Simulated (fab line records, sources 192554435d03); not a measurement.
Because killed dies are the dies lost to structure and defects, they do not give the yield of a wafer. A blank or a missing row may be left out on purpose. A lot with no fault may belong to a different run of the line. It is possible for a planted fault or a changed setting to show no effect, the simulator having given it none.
Which tool did it? -- flow n5-finfet -- 10 lots with 26 wafers sampled at 2 steps, on a route of 1938 steps

WHAT THE GAUGES SHOWED, per wafer
N5_SPACER0_INSPECT_04: inspects for defects (darkfield). Usual: raw-defect-count at 133, with a standard deviation of 31.
lot,measured,on,raw-defect-count,flag
L988,day 3 06:19,defect-inspect-02,126 140 128,
L990,day 3 19:12,defect-inspect-01,117 84,
L991,day 4 02:46,defect-inspect-02,139 207,
L992,day 4 07:28,defect-inspect-01,91 154,
L993,day 4 11:41,defect-inspect-02,94 135,
L997,day 5 12:13,defect-inspect-01,133 137 190,
L999,day 6 00:11,defect-inspect-01,66 85 108,
L101,day 6 10:41,defect-inspect-02,112 115 134,
L106,day 7 16:29,defect-inspect-02,137 139 158,
L110,day 8 23:05,defect-inspect-01,103 108 113,

N5_SD_EPI_N_OVL_MEAS_10. Usual: SD_N_BLK_OVL typically reads 0.4 nm, with standard deviation 0.65.
lot,measured,on,SD_N_BLK_OVL (nm),flag
L988,day 3 06:45,overlay-02,0.0 -0.4 0.5,
L990,day 3 19:38,overlay-01,-0.1 -0.2,
L991,day 4 03:12,overlay-01,-0.6 0.0,
L992,day 4 07:47,overlay-02,0.4 -0.1,
L993,day 4 12:00,overlay-02,-0.5 0.3,
L997,day 5 12:31,overlay-01,0.4 1.6 0.2,
L999,day 6 00:37,overlay-01,1.3 1.4 0.2,
L101,day 6 10:59,overlay-02,0.4 -0.1 0.0,
L106,day 7 16:47,overlay-02,-0.1 0.0 0.1,
L110,day 8 23:23,overlay-02,0.0 0.8 1.1,

WHAT TOOL EACH LOT RAN ON (gives the tool, then ch and the chambers of the sampled wafers, and finally the start)
Record: no process step prior to these readings.

AS READ BY THE TOOLS THEMSELVES (means over the sampled wafers that have a number; for cases with no such wafer, the mark the record gives instead)
The record holds no such reading with a usual standard deviation.

THE ANSWER, worked out from the rows above alone
Rule: lot off if the mean of its wafers having a number is beyond 3 standard deviations from the usual mean. A lot without any number at a reading at which 4 lots or more have one is off too. Where the step has rows for the other lots, those lots are counted as sound. First the gauges in route order, then the tools' own readings, where a lot's mean is used as printed above. At the first step where some lot is off, the reading lying furthest off is the one used; lots without a number count as furthest.
Across all readings shown, no lot is off: no conclusion can be drawn from this.

WHAT THE SIMULATOR PUT IN
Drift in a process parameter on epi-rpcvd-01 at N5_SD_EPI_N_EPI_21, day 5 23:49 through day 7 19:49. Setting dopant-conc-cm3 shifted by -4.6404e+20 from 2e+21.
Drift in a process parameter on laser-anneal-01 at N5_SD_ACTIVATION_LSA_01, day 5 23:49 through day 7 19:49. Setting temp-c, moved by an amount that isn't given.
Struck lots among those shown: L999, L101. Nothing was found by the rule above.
